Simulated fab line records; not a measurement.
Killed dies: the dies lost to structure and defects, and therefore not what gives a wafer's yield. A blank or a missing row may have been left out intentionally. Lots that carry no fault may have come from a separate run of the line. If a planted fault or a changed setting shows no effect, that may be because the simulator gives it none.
8D (eight disciplines) problem report, filled in by code + flow nandHarc + the parts of the form that need people (team, actions taken, sign-off) are left out

== 1. THE ISSUE ==
thkNm at NHARC_A_ONON_D1_THK_MEAS_11 reads a mean of 760 nm on 2 wafers of 2 lots; wafers without a fault read 1000 nm with a standard deviation of 9.6. That puts it -25 standard deviations away from the usual mean.
The step: measures by ellipsometry.
The first sign was on wafer L430.2 at day 11 19:41, on filmMetro-02. The record has a number at this step for 42 wafers belonging to 14 lots. By rule, "out" or "out of limits" means more than 4 standard deviations away from the usual mean. The other wafers with a number count as sound.

== 2. WHAT THIS IS AND IS NOT ==
| question                    | is                         | is not                                                                          |
|-----------------------------|----------------------------|---------------------------------------------------------------------------------|
| which readings at this step | thkNm                      | -                                                                               |
| which lots                  | L430, L434                 | L413, L414, L415, L417, L419, L420, L421, L422, L424, L427, L429, L435          |
| which wafers of those lots  | L430.2, L434.4             | L430.3, L430.6, L434.3, L434.5                                                  |
| read on which gauges        | filmMetro-01, filmMetro-02 | -                                                                               |
| when                        | from day 11 19:41          | up to then (32 sound wafers); but 8 sound wafers of L429, L434, L435 came after |

== 3. SUSPECTS, AND WHAT RULES EACH OUT ==
Counting: if a tool at a process step up to the reading ran every lot that is out, it stays a suspect. Sound lots after the first of them don't rule it out here, since some wafers of a struck lot are sound.
- ruled out: the gauge at NHARC_A_ONON_D1_THK_MEAS_11. 2 gauges (filmMetro-01, filmMetro-02) read the wafers that are out.
- pecvdOnon-03 at NHARC_A_ONON_D1_DEP_09 (target thk 1000 nm): kept. Every lot that is out went through it, the first being L430 (day 11 19:14); the last sound lot it ran before that was L424 (day 10 22:32).
The count leaves pecvdOnon-03 at NHARC_A_ONON_D1_DEP_09.

== 4. THE CAUSE (what the simulator had put in) ==
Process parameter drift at NHARC_A_ONON_D1_DEP_09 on pecvdOnon-03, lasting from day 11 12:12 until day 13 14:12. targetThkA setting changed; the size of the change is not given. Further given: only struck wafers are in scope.
Only this tool survived the counting.

== 5. SEQUENCE OF EFFECTS, ordered by route ==
Rows list readings where the struck wafers' mean (over those with a number) sits beyond 3 standard deviations from the usual. Only readings for which the record gives a usual standard deviation are gone through. hours: the time from each lot's start at the first step in this table that gives one to its start at this step, as a median over the lots. sigmas: the change in usual standard deviations.
| hours | step                        | reading       | usual   | on struck wafers | change | sigmas |
|-------|-----------------------------|---------------|---------|------------------|--------|--------|
| 0     | NHARC_A_ONON_D1_THK_MEAS_11 | thkNm         | 1000 nm | 760              | -240   | -25    |
| 302   | NHARC_END_SORT_01           | killedAtArray | 27      | 675              | +648   | +59    |
| 302   | NHARC_END_SORT_01           | killedDies    | 30      | 677              | +647   | +59    |

== 6. WHAT WOULD HAVE CAUGHT IT SOONER ==
In this record the first reading out of limits at a measuring or inspecting step was taken at day 11 19:41, 7 hours after the fault began at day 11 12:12.
Of the lots that are out (2), L434 began NHARC_A_ONON_D1_DEP_09 on pecvdOnon-03 after day 11 19:41. Holding the tool at that time would have saved it.
